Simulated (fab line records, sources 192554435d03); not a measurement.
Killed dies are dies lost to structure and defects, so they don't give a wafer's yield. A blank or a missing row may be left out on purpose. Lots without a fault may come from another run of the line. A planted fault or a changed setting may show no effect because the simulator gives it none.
Which tool did it? | flow n5_finfet | 14 lots, 41 wafers sampled, at 1 step of a route of 1938

WHAT THE GAUGES READ, wafer by wafer
N5_BEOL_M10_CD_MEAS_11: target cd 64.1 nm.
lot  | measured     | on        | cd_nm (nm)
L637 | day 9 17:05  | cd_sem-03 | 64.9 64.9 64.4
L638 | day 10 08:27 | cd_sem-02 | 64.8 63.9 64.2
L640 | day 10 21:50 | cd_sem-03 | 64.1 63.7 64.1
L642 | day 11 05:41 | cd_sem-03 | 64.4 63.9 63.7
L644 | day 11 11:07 | cd_sem-02 | 64.1 64.3 63.9
L643 | day 11 13:43 | cd_sem-02 | 63.2 64.7 63.6
L645 | day 12 05:56 | cd_sem-02 | 63.4 64.6
L646 | day 12 12:30 | cd_sem-01 | 65.2 65.3 64.5
L651 | day 13 19:52 | cd_sem-01 | 64.9 64.3 64.3
L653 | day 14 08:58 | cd_sem-03 | 63.9 63.1 64.1
L656 | day 14 19:00 | cd_sem-01 | 64.1 64.2 64.4
L657 | day 15 02:58 | cd_sem-02 | 64.0 63.4 63.7
L658 | day 15 10:13 | cd_sem-02 | 63.9 63.8 63.7
L659 | day 15 11:14 | cd_sem-02 | 62.9 64.6 64.0

WHICH TOOL RAN EACH LOT (tool, then ch and the chambers of the sampled wafers, then the start)
The record holds no process step before these readings.

WHAT THE TOOLS THEMSELVES READ (means of the sampled wafers that have a number; where no wafer has one, the mark that the record gives instead)
The record holds no such reading with a usual standard deviation.

THE ANSWER, worked out from the rows above alone
Rule: what is usual is taken from the lots themselves. Put in order of their means at a reading, lots are off if they are a third of the lots or fewer, leave a main group of 4 or more, and stand apart from it by a gap of 3 or more times the standard deviation of the main group's means; of several such gaps the widest counts. A main group whose means are all the same, to the digits that the tables above print for the reading, isn't used. A lot without any number at a reading at which 4 lots or more have one is off too. The other lots that the step has rows for count as sound. The gauges are gone through in route order, then the tools' own readings, and for those a lot's mean is taken as printed above. The first step at which some lot is off is used, and at that step the reading that is off furthest; a lot without a number counts as furthest.
No lot is off at any reading shown: from this, nothing can be told.

WHAT THE SIMULATOR HAD PUT IN
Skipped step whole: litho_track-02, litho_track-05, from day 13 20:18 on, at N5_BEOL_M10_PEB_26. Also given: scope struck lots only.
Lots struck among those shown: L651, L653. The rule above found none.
